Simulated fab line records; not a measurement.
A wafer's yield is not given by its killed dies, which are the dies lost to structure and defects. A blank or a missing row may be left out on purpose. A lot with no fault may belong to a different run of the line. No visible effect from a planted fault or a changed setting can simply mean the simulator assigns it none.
Which tool did it? | flow n5Finfet | Sampling: 8 lots, 24 wafers, 7 of 1938 route steps

WHAT THE GAUGES READ, wafer by wafer
N5_BEOL_M9_CD_MEAS_18: pitch 140 nm, target cd 70 nm.
lot  | measured     | on       | cdNm (nm)
L722 | day 10 13:09 | cdSem-01 | 70.1 69.7 69.6
L721 | day 10 13:17 | cdSem-03 | 70.1 70.1 69.8
L726 | day 11 16:37 | cdSem-01 | 68.6 69.7 70.0
L729 | day 13 01:06 | cdSem-02 | 68.7 69.7 69.3
L732 | day 13 10:06 | cdSem-03 | 69.6 70.2 69.9
L735 | day 13 19:58 | cdSem-02 | 69.8 69.2 68.6
L740 | day 15 08:09 | cdSem-02 | 70.0 69.9 69.4
L741 | day 15 12:40 | cdSem-03 | 70.2 70.3 70.5

N5_BEOL_M9_OCD_MEAS_38.
lot  | measured     | on     | trenchDepthNm (nm)
L722 | day 10 14:02 | ocd-01 | 155.3 148.8 149.0
L721 | day 10 14:28 | ocd-02 | 149.4 156.1 148.9
L726 | day 11 20:09 | ocd-02 | 151.4 152.7 151.3
L729 | day 13 03:59 | ocd-02 | 150.8 154.2 152.8
L732 | day 13 12:33 | ocd-02 | 147.0 135.5 150.5
L735 | day 13 20:58 | ocd-02 | 152.5 136.8 149.4
L740 | day 15 09:30 | ocd-01 | 153.6 153.9 153.2
L741 | day 15 14:03 | ocd-02 | 150.8 151.3 151.6

N5_BEOL_M9_THK_MEAS_53: measures by xrf.
lot  | measured     | on           | M9_THK (nm)
L722 | day 10 16:41 | filmMetro-01 | 145.6 140.2 140.3
L721 | day 10 17:14 | filmMetro-02 | 139.7 148.6 140.4
L726 | day 11 22:36 | filmMetro-01 | 143.0 143.4 141.6
L729 | day 13 07:40 | filmMetro-02 | 139.4 144.1 142.7
L732 | day 13 14:55 | filmMetro-01 | 137.4 123.1 139.5
L735 | day 14 01:09 | filmMetro-02 | 143.8 126.6 138.5
L740 | day 15 12:24 | filmMetro-02 | 142.0 141.7 141.4
L741 | day 15 18:20 | filmMetro-02 | 139.6 137.8 141.6

N5_BEOL_M9_RS_MEAS_57: a four-point-probe measurement.
lot  | measured     | on           | M9_RS (ohm/sq)
L722 | day 10 16:49 | filmMetro-02 | 0.1456 0.1527 0.1528
L721 | day 10 17:22 | filmMetro-02 | 0.1535 0.1440 0.1543
L726 | day 11 22:44 | filmMetro-02 | 0.1497 0.1484 0.1510
L729 | day 13 07:49 | filmMetro-01 | 0.1525 0.1484 0.1497
L732 | day 13 15:04 | filmMetro-01 | 0.1548 0.1754 0.1525
L735 | day 14 01:17 | filmMetro-01 | 0.1494 0.1717 0.1561
L740 | day 15 12:32 | filmMetro-01 | 0.1499 0.1494 0.1495
L741 | day 15 18:28 | filmMetro-02 | 0.1520 0.1531 0.1508

TOOL THAT RAN EACH LOT (tool first, then ch and the chambers of the sampled wafers, then the start)
lot  | N5_BEOL_M9_STRIP_19               | N5_BEOL_M9_ETCH_76                | N5_BEOL_M9_TRENCH_ETCH_37
L722 | rieDiel-03 ch 1,3, day 10 13:05   | rieDiel-03 ch 0,1,3, day 10 13:37 | rieDiel-03 ch 0,1,3, day 10 13:52
L721 | rieDiel-01 ch 2,3, day 10 13:13   | rieDiel-03 ch 1,3, day 10 14:02   | rieDiel-03 ch 1,3, day 10 14:17
L726 | rieDiel-01 ch 0,2,3, day 11 16:33 | rieDiel-03 ch 1,2, day 11 19:43   | rieDiel-03 ch 1,2, day 11 19:58
L729 | rieDiel-02 ch 0,2,3, day 13 01:02 | rieDiel-01 ch 0,2, day 13 03:34   | rieDiel-01 ch 0,2, day 13 03:49
L732 | rieDiel-02 ch 0,1,3, day 13 10:02 | rieDiel-03 ch 0,1,3, day 13 12:08 | rieDiel-03 ch 0,1,3, day 13 12:23
L735 | rieDiel-03 ch 0,1,3, day 13 19:54 | rieDiel-03 ch 0,1,3, day 13 20:33 | rieDiel-03 ch 0,1,3, day 13 20:48
L740 | rieDiel-03 ch 2,3, day 15 08:05   | rieDiel-01 ch 1,3, day 15 09:04   | rieDiel-01 ch 1,3, day 15 09:19
L741 | rieDiel-02 ch 2,3, day 15 12:36   | rieDiel-02 ch 0,2, day 15 13:37   | rieDiel-02 ch 0,2, day 15 13:52
- N5_BEOL_M9_STRIP_19: strips in O2.
- N5_BEOL_M9_ETCH_76: etches underlayer in N2/H2, target depth 6.5 nm, time 5.2 s.
- N5_BEOL_M9_TRENCH_ETCH_37: etches SiCOH lowk in C4F6/O2, target depth 151.43 nm, time 49 s.

AS READ BY THE TOOLS THEMSELVES (means over the sampled wafers that have a number; for cases with no such wafer, the mark the record gives instead)
N5_BEOL_M9_STRIP_19.
lot  | tool       | drypumpMotorCurrentA (A) | oesProductAu (a.u.) | rfVppV (V) | showerheadPlenumPTorr (Torr) | tempC (C) | throttleValvePct (%)
L722 | rieDiel-03 | 6.0                      | 0.83                | 3.4        | 2.15                         | 40.02     | 16.62
L721 | rieDiel-01 | 5.1                      | 0.83                | 3.8        | 2.07                         | 39.89     | 16.47
L726 | rieDiel-01 | 5.4                      | 0.83                | 4.2        | 2.13                         | 39.95     | 16.61
L729 | rieDiel-02 | 5.3                      | 0.82                | 4.0        | 2.11                         | 39.99     | 16.52
L732 | rieDiel-02 | 5.6                      | 0.86                | 3.2        | 2.12                         | 40.08     | 16.51
L735 | rieDiel-03 | 6.0                      | 0.81                | 3.9        | 2.11                         | 40.07     | 16.54
L740 | rieDiel-03 | 6.2                      | 0.82                | 4.1        | 2.18                         | 40.03     | 16.57
L741 | rieDiel-02 | 5.0                      | 0.81                | 3.2        | 2.06                         | 40.07     | 16.66

N5_BEOL_M9_ETCH_76.
lot  | tool       | drypumpMotorCurrentA (A) | etchRfOnTimeS (s) | oesProductAu (a.u.) | rfFwdPowerW (W) | rfVppV (V) | showerheadPlenumPTorr (Torr) | throttleValvePct (%)
L722 | rieDiel-03 | 6.0                      | 5.19              | 0.72                | 818.3           | 524.4      | 2.57                         | 17.66
L721 | rieDiel-03 | 6.3                      | 5.25              | 0.66                | 817.2           | 526.1      | 2.61                         | 17.84
L726 | rieDiel-03 | 6.5                      | 5.20              | 0.68                | 821.2           | 526.8      | 2.67                         | 17.80
L729 | rieDiel-01 | 5.2                      | 5.08              | 0.69                | 818.5           | 522.7      | 2.52                         | 17.66
L732 | rieDiel-03 | 6.0                      | 5.15              | 0.69                | 819.8           | 522.9      | 2.56                         | 17.70
L735 | rieDiel-03 | 6.0                      | 5.20              | 0.69                | 820.5           | 524.1      | 2.56                         | 17.70
L740 | rieDiel-01 | 5.6                      | 5.19              | 0.65                | 819.0           | 523.8      | 2.54                         | 17.84
L741 | rieDiel-02 | 5.4                      | 5.16              | 0.64                | 819.1           | 522.5      | 2.51                         | 17.84

N5_BEOL_M9_TRENCH_ETCH_37.
lot  | tool       | drypumpMotorCurrentA (A) | mfcArSccm (sccm) | oes_f_703_au (a.u.) | oes_o_777_au (a.u.) | oesProductAu (a.u.) | rfFwdPowerW (W) | rfVppV (V) | showerheadPlenumPTorr (Torr) | throttleValvePct (%)
L722 | rieDiel-03 | 6.0                      | 299.9            | 0.83                | 0.84                | 0.83                | 342.5           | 669        | 2.87                         | 20.72
L721 | rieDiel-03 | 6.3                      | 300.3            | 0.77                | 0.78                | 0.77                | 342.2           | 666        | 2.91                         | 20.92
L726 | rieDiel-03 | 6.5                      | 300.5            | 0.80                | 0.79                | 0.80                | 342.1           | 662        | 2.97                         | 20.84
L729 | rieDiel-01 | 5.1                      | 299.5            | 0.80                | 0.81                | 0.80                | 341.2           | 665        | 2.83                         | 20.80
L732 | rieDiel-03 | 6.0                      | 299.9            | 0.76                | 0.77                | 0.79                | 320.0           | 692        | 2.86                         | 20.75
L735 | rieDiel-03 | 6.0                      | 300.3            | 0.77                | 0.77                | 0.79                | 321.4           | 693        | 2.86                         | 20.77
L740 | rieDiel-01 | 5.6                      | 298.7            | 0.76                | 0.76                | 0.77                | 341.7           | 673        | 2.85                         | 20.93
L741 | rieDiel-02 | 5.4                      | 299.7            | 0.76                | 0.75                | 0.75                | 340.6           | 662        | 2.81                         | 20.89

THE ANSWER, worked out from the rows above alone
Rule: the lots themselves supply what counts as usual. Put in order of their means at a reading, lots are off if they are a third of the lots or fewer, leave a main group of 4 or more, and stand apart from it by a gap of 3 or more times the standard deviation of the main group's means; of several such gaps the widest counts. A main group whose means are all the same, to the digits that the tables above print for the reading, isn't used. A lot without any number at a reading at which 4 lots or more have one is off too. The other lots that the step has rows for count as sound. Order of review: gauges by route order, followed by the tools' own readings, for which a lot's mean as printed above is used. The first step at which some lot is off is used, and at that step the reading that is off furthest; a lot without a number counts as furthest.
Off, at N5_BEOL_M9_OCD_MEAS_38 on trenchDepthNm: L732, L735. The main group has a mean of 151.9 nm with a standard deviation of 0.88.
A tool fits if, at a process step before that reading, it ran every lot that is off, and no sound lot after the first of them. Not tried: the gauges at N5_BEOL_M9_OCD_MEAS_38; whatever is off there is also off at N5_BEOL_M9_THK_MEAS_53, on other tools, and gauge error can't account for it. One fits: N5_BEOL_M9_ETCH_76 and N5_BEOL_M9_TRENCH_ETCH_37 on rieDiel-03. At N5_BEOL_M9_ETCH_76 its last sound lot is L726 (day 11 19:43), its first lot that is off L732 (day 13 12:08): a fault that began between those two fits.

WHAT WAS PUT IN BY THE SIMULATOR
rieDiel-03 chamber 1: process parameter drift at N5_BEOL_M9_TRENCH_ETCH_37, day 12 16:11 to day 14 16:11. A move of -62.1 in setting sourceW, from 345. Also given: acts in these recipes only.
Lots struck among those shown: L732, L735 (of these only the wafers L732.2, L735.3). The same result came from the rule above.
